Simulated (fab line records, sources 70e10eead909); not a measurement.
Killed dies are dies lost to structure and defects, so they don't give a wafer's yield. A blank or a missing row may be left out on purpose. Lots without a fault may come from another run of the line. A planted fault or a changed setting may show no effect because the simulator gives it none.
Tool commonality check | flow nand_harc | 2 lots, 6 wafers sampled

WHY IT WAS OPENED
At NHARC_END_SORT_01 the reading killed_at_periphery is flagged on 2 of 2 lots. Wafers without a fault read 3.9, standard deviation 2.8.
Rule: a lot is flagged when every wafer of it that has a number lies more than 4 standard deviations from that mean, or none has a number. The other lots count as sound.

lot  | measured     | on        | killed_at_periphery, wafer by wafer | flag
L297 | day 25 15:37 | prober-02 | 620 612 611                         | FLAGGED
L296 | day 26 00:58 | prober-02 | 638 634 634                         | FLAGGED
The numbers of the flagged lots are 624.8 on average: +620.9 against the usual, or +99 or more standard deviations.

WHICH TOOL RAN EACH LOT
The record holds 2 process steps before the reading, out of a route of 1302 steps. In each cell: the tool, then ch and the chambers that the sampled wafers went through, then the start.
lot  | flag    | NHARC_P_ZERO_WELL_IMPLANT_60 | NHARC_P_GATE_DEP_103
L297 | FLAGGED | implanter-01, day 4 02:55    | no row
L296 | FLAGGED | implanter-01, day 3 16:52    | no row
What these steps do:
- NHARC_P_ZERO_WELL_IMPLANT_60
- NHARC_P_GATE_DEP_103: deposits SiON, target thk 30 nm.
- NHARC_END_SORT_01

FLAGGED OVER TOTAL, TOOL BY TOOL (the gauges that took the reading come last)
step                         | tool         | lots run | flagged | share of the flagged lots | sound lots run after its first flagged lot
NHARC_P_ZERO_WELL_IMPLANT_60 | implanter-01 | 2        | 2       | all                       | 0
NHARC_END_SORT_01            | prober-02    | 2        | 2       | all                       | 0

WHAT THE TABLE ALLOWS
2 rows of the table ran every flagged lot: implanter-01 at NHARC_P_ZERO_WELL_IMPLANT_60, prober-02 at NHARC_END_SORT_01.
- implanter-01 at NHARC_P_ZERO_WELL_IMPLANT_60: 2 of its 2 lots flagged. It ran no sound lot before its first flagged lot in this sample, so the start can't be narrowed down.
- prober-02 at NHARC_END_SORT_01: 2 of its 2 lots flagged. It ran no sound lot before its first flagged lot in this sample, so the start can't be narrowed down.
Counting lots can't tell these 2 tools apart, because each fits a fault that began at some hour. More lots, or a look at what each step does to the wafer, might.

WHAT THE SIMULATOR HAD PUT IN
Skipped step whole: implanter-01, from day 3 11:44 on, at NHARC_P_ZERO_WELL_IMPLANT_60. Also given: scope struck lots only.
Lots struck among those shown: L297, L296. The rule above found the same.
